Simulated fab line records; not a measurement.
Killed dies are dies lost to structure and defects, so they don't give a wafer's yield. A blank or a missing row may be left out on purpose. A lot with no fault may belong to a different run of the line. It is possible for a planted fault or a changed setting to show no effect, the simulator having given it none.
fab line records	flow nand_harc
record lots=6	wafers=18	last_day=33
route steps=1302 shown THIN_TSV@1282 END@1302
lots with no fault: from the same line, run without faults
start_h: hours from the record's first day to the start of the lot's first wafer shown	wait_h: time in hours since the lot's previous step	" same as the row above	L1.1+2: a single row standing in for several wafers	- either no value or no given start	* or withheld: withheld	< > ~ a bound
route shown NAME@n: NAME is a module with steps in the file, n the number in the route of the first one	usual: mean and standard deviation over wafers with no fault	same: alike in all rows	chamber/n: place in a boat	sites: per-site readings	_std_site: standard deviation across them	_edge_site: the outer-site mean with the inner-site mean subtracted	radius_mm: how far each site lies from the wafer's centre	mask NAME#n: copy n	behind: the tool/chamber that last shaped the wafer	hold: what put the lot on hold/how long, in hours/how the hold closed	device: the n, p or np transistor that did not switch	end of line: tests of these same wafers at the route's end	a step with no rows: only its recipe	killed: at the first sort, the dies lost to defects and structure; wafer yield is something else	map: a wafer's dies, x killed, . not, _ none there
set.NAME: setting as actually run; set.NAME@STEP: the setting as run at that earlier step	model.NAME: the simulator's own value behind a step, which no gauge read
lots at selected steps of the route; one table per step, one row per wafer
services: from which hour (start_h, from the record's first day; less than 0 if before it) a tool's chamber was out of use, for how many hours, and why
## steps
# step NHARC_THIN_TSV_PVD_24
# recipe target_thk_a=8000	power_w=withheld	chamber_pressure_pa=withheld	substrate_temp_c=withheld	time_s=withheld	gas=Ar	material=Al
# step NHARC_THIN_TSV_DEHYDRATE_25
# recipe temp_c=150	time_s=120
# step NHARC_THIN_TSV_HMDS_26
# recipe time_s=30
# step NHARC_THIN_TSV_COAT_27
# recipe spin_rpm=*
# step NHARC_THIN_TSV_SOFTBAKE_28
# recipe temp_c=122	time_s=95
# step NHARC_THIN_TSV_EBR_29
# step NHARC_THIN_TSV_EXPOSE_30
# recipe na=0.55	dose_mj=11.47	mask_id=PAD
# step NHARC_THIN_TSV_PEB_31
# recipe peb_temp_c=118	peb_time_s=85
# step NHARC_THIN_TSV_DEVELOP_32
# recipe time_s=70
# step NHARC_THIN_TSV_CD_MEAS_33
# recipe target_cd_nm=5000	landing_energy_ev=500
# usual cd_nm=5000.7/1.8
# same landing_energy_ev=500
lot.wafer	tool	chamber	start_h	wait_h	cd_nm
L418.2	cd_sem-03	0	581.24	-	5000.0
L418.4	"	0	"	"	5000.7
L418.5	"	0	"	"	4999.4
L421.1	cd_sem-01	0	618.48	-	5001.3
L421.3	"	0	"	"	5003.8
L421.6	"	0	"	"	5002.3
L433.1	cd_sem-02	0	741.78	-	5002.5
L433.2	"	0	"	"	5002.6
L433.5	"	0	"	"	5001.3
L434.1	cd_sem-01	0	762.04	-	5003.3
L434.3	"	0	"	"	5001.7
L434.4	"	0	"	"	5000.8
L435.1	cd_sem-03	0	768.66	-	4998.2
L435.3	"	0	"	"	5000.6
L435.6	"	0	"	"	4999.6
L437.1	cd_sem-02	0	787.87	-	5000.8
L437.3	"	0	"	"	5002.2
L437.5	"	0	"	"	5001.3
# step NHARC_THIN_TSV_HARDBAKE_34
# recipe temp_c=125	time_s=80
# step NHARC_THIN_TSV_DESCUM_35
# recipe time_s=3	o2_flow_sccm=200	ar_flow_sccm=0	bias_power_w=0	chemistry=O2
# usual drypump_motor_current_A=5.9/0.4	oes_product_au=0.999/0.0098	rf_vpp_V=57.8/0.98	showerhead_plenum_p_Torr=1.93/0.1	throttle_valve_pct=11.311/0.0099
# same bias_power_w=0
lot.wafer	tool	chamber	start_h	wait_h	drypump_motor_current_A	oes_product_au	rf_hours_counter_h	rf_vpp_V	showerhead_plenum_p_Torr	throttle_valve_pct
L418.2	rie_diel-13	0	581.39	-	5.4	1.012	3.1	57.7	1.85	11.314
L418.4	"	1	"	"	6.4	1.007	4.2	57.7	1.94	11.316
L418.5	"	1	"	"	6.4	1.008	-	58.1	1.94	11.303
L421.3	rie_diel-13	3	618.64	-	6.3	0.991	6.2	58.1	2.03	11.310
L421.1	"	2	"	"	5.5	0.990	6.9	57.5	1.77	11.299
L421.6	"	0	"	"	5.4	1.014	-	57.0	1.85	11.295
L433.1	rie_diel-10	1	741.96	-	5.8	1.016	7.1	59.5	1.95	11.309
L433.2	"	2	"	"	4.8	0.996	7.4	58.5	2.02	11.312
L433.5	"	0	"	"	5.8	0.993	-	56.7	1.78	11.310
L434.1	rie_diel-13	1	762.20	-	6.4	1.004	2.8	58.3	1.94	11.304
L434.3	"	3	"	"	6.3	1.002	4.6	59.5	2.02	11.301
L434.4	"	0	"	"	5.4	0.994	4.1	56.4	1.85	11.315
L435.1	rie_diel-13	3	768.82	-	6.3	0.997	4.8	57.8	2.02	11.306
L435.3	"	0	"	"	5.4	1.005	4.3	57.8	1.85	11.319
L435.6	"	3	"	"	6.3	1.008	-	57.5	2.02	11.311
L437.3	rie_diel-13	2	788.03	-	5.5	0.984	5.7	56.0	1.77	11.311
L437.1	"	3	"	"	6.3	0.997	5.8	59.2	2.02	11.310
L437.5	"	1	"	"	6.3	1.004	-	58.2	1.94	11.316
# step NHARC_THIN_TSV_ETCH_59
# recipe target_depth_a=8800	icp_w=900	bias_w=100	Cl2_flow_sccm=60	bcl3_flow_sccm=30	time_s=138.1	chemistry=Cl2/BCl3
# usual drypump_motor_current_A=5.8/0.51	he_backside_leak_sccm=3.21/0.21	oes_product_au=0.997/0.0083	throttle_valve_pct=22.263/0.0093
lot.wafer	tool	chamber	start_h	wait_h	drypump_motor_current_A	he_backside_leak_sccm	oes_product_au	rf_hours_counter_h	throttle_valve_pct
L418.2	rie_metal-03	0	581.52	0.1	6.0	3.58	0.994	0.3	22.255
L418.4	"	0	"	"	6.0	3.52	0.989	-	22.268
L418.5	"	0	"	"	6.0	3.14	1.001	-	22.257
L421.1	rie_metal-01	1	618.77	0.1	6.2	3.15	0.986	0.3	22.267
L421.3	"	1	"	"	6.2	3.23	0.983	-	22.262
L421.6	"	0	"	"	5.4	3.07	0.994	-	22.260
L433.1	rie_metal-03	0	742.07	0.1	5.9	3.34	0.988	0.5	22.261
L433.2	"	0	"	"	6.0	3.23	0.728	-	22.275
L433.5	"	0	"	"	6.0	3.17	0.984	-	22.266
L434.1	rie_metal-03	1	762.37	0.2	6.6	3.57	0.994	0.5	22.249
L434.3	"	0	"	"	6.0	2.92	0.987	-	22.256
L434.4	"	1	"	"	6.6	3.55	0.731	-	22.267
L435.1	rie_metal-02	1	768.98	0.2	5.6	2.92	0.995	2.8	22.269
L435.3	"	1	"	"	5.6	2.92	1.014	-	22.260
L435.6	"	1	"	"	5.6	3.03	1.005	-	22.249
L437.1	rie_metal-01	0	788.22	0.2	5.4	3.05	0.999	0.4	22.257
L437.3	"	0	"	"	5.4	3.11	1.014	-	22.256
L437.5	"	1	"	"	6.2	2.93	1.005	-	22.261
# step NHARC_THIN_TSV_ETCH_36
# recipe target_depth_a=650	over_etch_frac=0.3	time_s=18.571	ion_energy_ev=150	chemistry=Cl2/BCl3
# usual drypump_motor_current_A=5.8/0.51	he_backside_leak_sccm=3.3/0.32	oes_product_au=0.997/0.0085
lot.wafer	tool	chamber	start_h	wait_h	drypump_motor_current_A	he_backside_leak_sccm	oes_product_au	rf_hours_counter_h
L418.2	rie_metal-03	0	581.79	0.2	6.0	3.3	0.998	0.5
L418.4	"	1	"	"	6.7	3.5	0.976	-
L418.5	"	1	"	"	6.6	3.6	0.991	-
L421.1	rie_metal-01	1	619.04	0.2	6.2	3.0	0.996	0.5
L421.3	"	0	"	"	5.4	3.1	0.989	-
L421.6	"	0	"	"	5.4	3.0	1.006	-
L433.1	rie_metal-03	0	742.53	0.4	6.0	3.1	0.984	0.8
L433.2	"	0	"	"	6.0	3.1	0.989	-
L433.5	"	0	"	"	6.0	3.4	0.992	-
L434.1	rie_metal-03	1	762.59	0.2	6.6	3.5	0.993	0.7
L434.4	"	1	"	"	6.6	3.5	0.998	-
L434.3	"	0	"	"	6.0	3.5	0.985	-
L435.1	rie_metal-02	0	769.21	0.2	4.9	3.1	0.998	2.0
L435.3	"	1	"	"	5.6	3.3	0.991	-
L435.6	"	1	"	"	5.6	3.0	0.995	-
L437.1	rie_metal-01	0	788.45	0.2	5.4	3.2	1.012	0.6
L437.3	"	1	"	"	6.2	3.2	1.012	-
L437.5	"	1	"	"	6.2	3.2	1.003	-
# step NHARC_THIN_TSV_STRIP_56
# recipe power_w=1500	temp_c=250	chemistry=O2
# usual drypump_motor_current_A=5.7/0.35	heater_power_w=354/30	rf_refl_power_W=21/6
lot.wafer	tool	chamber	start_h	wait_h	drypump_motor_current_A	heater_power_w	rf_hours_counter_h	rf_refl_power_W
L418.2	plasma_asher-02	0	581.88	0.1	5.3	405	31	28
L418.4	"	1	"	"	6.1	356	-	18
L418.5	"	0	"	"	5.3	395	-	28
L421.1	plasma_asher-02	1	619.18	0.1	6.1	344	1	17
L421.3	"	1	"	"	6.1	339	-	18
L421.6	"	0	"	"	5.3	397	-	28
L433.1	plasma_asher-02	1	742.67	0.1	6.1	339	28	18
L433.2	"	0	"	"	5.3	392	28	30
L433.5	"	1	"	"	6.1	343	-	18
L434.1	plasma_asher-02	0	762.69	0.1	5.3	393	31	28
L434.4	"	0	"	"	5.4	397	-	28
L434.3	"	1	"	"	6.2	347	-	18
L435.1	plasma_asher-01	1	769.35	0.1	5.7	327	13	11
L435.3	"	0	"	"	5.4	328	-	24
L435.6	"	1	"	"	5.6	335	-	11
L437.1	plasma_asher-01	1	788.55	0.1	5.7	324	20	12
L437.3	"	0	"	"	5.4	320	-	24
L437.5	"	1	"	"	5.7	324	-	11
# step NHARC_THIN_TSV_STRIP_57
# recipe time_s=1200	temp_c=72.5	chemistry=post_etch_residue_remover
# step NHARC_THIN_TSV_CD_MEAS_37
# usual cd_nm=5000.2/2.6
lot.wafer	tool	chamber	start_h	wait_h	cd_nm
L418.2	cd_sem-03	-	582.69	-	5000.4
L418.4	"	-	"	"	4997.9
L418.5	"	-	"	"	4995.3
L421.1	cd_sem-03	-	619.93	-	5001.7
L421.3	"	-	"	"	5006.2
L421.6	"	-	"	"	4998.3
L433.1	cd_sem-03	-	743.46	-	5002.1
L433.2	"	-	"	"	5017.2
L433.5	"	-	"	"	5002.3
L434.1	cd_sem-02	-	763.48	-	5004.4
L434.3	"	-	"	"	5004.3
L434.4	"	-	"	"	5019.6
L435.1	cd_sem-01	-	770.10	-	4998.5
L435.3	"	-	"	"	5002.0
L435.6	"	-	"	"	5002.0
L437.1	cd_sem-01	-	789.36	-	5002.4
L437.3	"	-	"	"	5000.1
L437.5	"	-	"	"	4999.7
# step NHARC_THIN_TSV_ANNEAL_58
# recipe temp_c=400	time_s=1800
# step NHARC_END_SORT_01
# recipe temp_c=25
# usual defect_limited_yield=90.1/2.6	killed_at_array=63/17	killed_at_other=0.8/1.1	killed_at_periphery=3.5/3	killed_dies=67/17	killed_open=3.1/1.6	killed_short=2.6/1.4
# same gross_dies=677
lot.wafer	tool	chamber	start_h	wait_h	defect_limited_yield[%]	killed_at_array	killed_at_other	killed_at_periphery	killed_dies	killed_open	killed_short
L421.1	prober-01	0	628.87	2.5	91.0	52	2	7	61	3	2
L421.3	prober-01	0	630.50	3.1	90.3	63	1	2	66	4	4
L421.6	prober-01	0	632.96	4.1	91.6	51	5	1	57	3	2
L434.1	prober-02	0	771.10	2.5	90.3	61	1	4	66	5	4
L434.3	prober-02	0	772.72	3.1	90.7	57	1	5	63	1	2
L434.4	prober-02	0	773.53	3.4	0	59	616	2	677	1	3
L437.1	prober-01	0	796.14	2.5	90.5	58	2	4	64	2	3
L437.3	prober-01	0	797.72	3.1	90.4	59	1	5	65	2	3
L437.5	prober-01	0	799.31	3.7	90.5	60	0	4	64	4	3
# killed by level:class
L421.1 A_CHANNEL_HOLE_D2:chamber_film_flake=40 A_CHANNEL_HOLE_D1:chamber_film_flake=4 P_CONTACT:geometric_particle:open=2 P_BONDPAD:chamber_film_flake=2 A_SLIT:chamber_film_flake=2 A_WL_FILL:chamber_film_flake=2 THIN_TSV:chamber_film_flake=2 P_CONTACT:geometric_particle:short=1
L421.3 A_CHANNEL_HOLE_D2:chamber_film_flake=43 A_CHANNEL_HOLE_D1:chamber_film_flake=4 A_ONON_D2:geometric_particle:open=2 A_CHANNEL_FILL_D2:chamber_film_flake=2 A_SGD_CUT:chamber_film_flake=2 A_SLIT:chamber_film_flake=2 A_WL_FILL:chamber_film_flake=2 P_CONTACT:geometric_particle:short=1
L421.6 A_CHANNEL_HOLE_D2:chamber_film_flake=37 THIN_TSV:chamber_film_flake=5 A_BONDPAD:chamber_film_flake=3 A_SGD_CUT:chamber_film_flake=2 A_ONON_D1:geometric_particle:open=1 A_ONON_D1:geometric_particle:short=1 A_CHANNEL_FILL_D1:geometric_particle:open=1 A_CHANNEL_FILL_D2:geometric_particle:open=1
L434.1 A_CHANNEL_HOLE_D2:chamber_film_flake=21 A_CHANNEL_HOLE_D1:chamber_film_flake=11 A_CONTACT:chamber_film_flake=9 A_SLIT:chamber_film_flake=9 A_STAIRCASE:chamber_film_flake=3 P_GATE:chamber_film_flake=2 P_M0:geometric_particle:open=1 P_M1:geometric_particle:short=1
L434.3 A_CHANNEL_HOLE_D2:chamber_film_flake=25 A_CONTACT:chamber_film_flake=10 A_CHANNEL_HOLE_D1:chamber_film_flake=8 A_SLIT:chamber_film_flake=5 P_GATE:chamber_film_flake=4 A_STAIRCASE:chamber_film_flake=4 P_M0:geometric_particle:open=1 A_SOURCE_PLATE:geometric_particle:short=1
L434.4 THIN_TSV:area_etch=616 A_CHANNEL_HOLE_D2:chamber_film_flake=28 A_CONTACT:chamber_film_flake=10 A_CHANNEL_HOLE_D1:chamber_film_flake=8 A_STAIRCASE:chamber_film_flake=4 A_SLIT:chamber_film_flake=3 A_ONON_D2:geometric_particle:short=2 P_GATE:chamber_film_flake=2
L437.1 A_CHANNEL_HOLE_D2:chamber_film_flake=32 A_CONTACT:chamber_film_flake=7 A_SLIT:chamber_film_flake=7 A_M1:chamber_film_flake=5 P_M1:chamber_film_flake=2 A_CHANNEL_HOLE_D1:chamber_film_flake=2 THIN_TSV:chamber_film_flake=2 P_M0:geometric_particle:open=1
L437.3 A_CHANNEL_HOLE_D2:chamber_film_flake=30 A_CONTACT:chamber_film_flake=10 A_SLIT:chamber_film_flake=9 P_M1:chamber_film_flake=3 A_M1:chamber_film_flake=3 A_CHANNEL_FILL_D1:geometric_particle:short=2 P_GATE:chamber_film_flake=2 A_SOURCE_PLATE:geometric_particle:open=1
L437.5 A_CHANNEL_HOLE_D2:chamber_film_flake=28 A_CONTACT:chamber_film_flake=15 A_SLIT:chamber_film_flake=6 A_M1:chamber_film_flake=2 P_M1:geometric_particle:open=1 A_ONON_D1:geometric_particle:short=1 A_CHANNEL_FILL_D1:geometric_particle:open=1 A_DECK1_JOINT:geometric_particle:open=1
## services
tool	chamber	start_h	hours	kind
rie_metal-01	-	575.00	9.0	pm
rie_metal-02	0	590.84	45.2	repair
rie_diel-10	-	596.50	9.0	pm
rie_diel-13	-	600.70	1.2	repair
plasma_asher-02	-	603.00	9.0	pm
rie_metal-02	1	606.01	19.0	repair
rie_metal-02	-	631.00	9.0	pm
rie_metal-01	1	655.90	2.3	repair
rie_diel-10	-	672.69	11.3	repair
rie_metal-02	-	678.97	1.0	repair
rie_diel-13	0	684.95	7.3	repair
plasma_asher-01	-	696.00	9.0	pm
rie_metal-03	-	696.16	9.0	pm
rie_metal-03	0	696.16	9.0	vent_cycle
rie_metal-03	1	696.16	9.0	vent_cycle
rie_diel-13	-	696.29	9.0	pm
rie_metal-03	0	705.16	-	clean
rie_metal-03	1	740.61	10.8	repair
plasma_asher-01	-	743.18	1.1	repair
rie_diel-13	1	747.53	10.3	repair
rie_metal-01	-	752.00	9.0	pm
rie_diel-13	2	772.68	6.5	repair
rie_diel-10	-	773.50	9.0	pm
plasma_asher-02	-	780.00	9.0	pm
## key
first_sign step=NHARC_THIN_TSV_ETCH_59	reading=oes_product_au	direction=down	sigmas=32	usual=0.997	struck=0.730
effect step=NHARC_THIN_TSV_CD_MEAS_37	reading=cd_nm	direction=up	sigmas=6.9	usual=5000.2	struck=5018.4
effect step=NHARC_END_SORT_01	reading=killed_dies	direction=up	sigmas=35	usual=67	struck=677
more_kills_born_at NHARC_THIN_TSV_ETCH_59@rie_metal-03=616
met_at NHARC_THIN_TSV_ETCH_59
struck_wafers L433.2,L434.4
later_rows_left_out L433.2,L434.4
sort_left_out L433.2
onset_between 581.52 742.07
fault kind=process_parameter_drift	tool=rie_metal-03	chamber=-	onset_h=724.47	steps=NHARC_THIN_TSV_ETCH_59	channel=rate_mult	offset=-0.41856	shape=step	end_h=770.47	scope=struck_wafers_only
# sort_left_out: the simulated sort isn't trusted on such a fault, so these wafers' sort isn't shown, and their yield isn't known
# later_rows_left_out: the simulator's readings of these wafers behind a module that went badly wrong aren't trusted and aren't shown, but for the sort
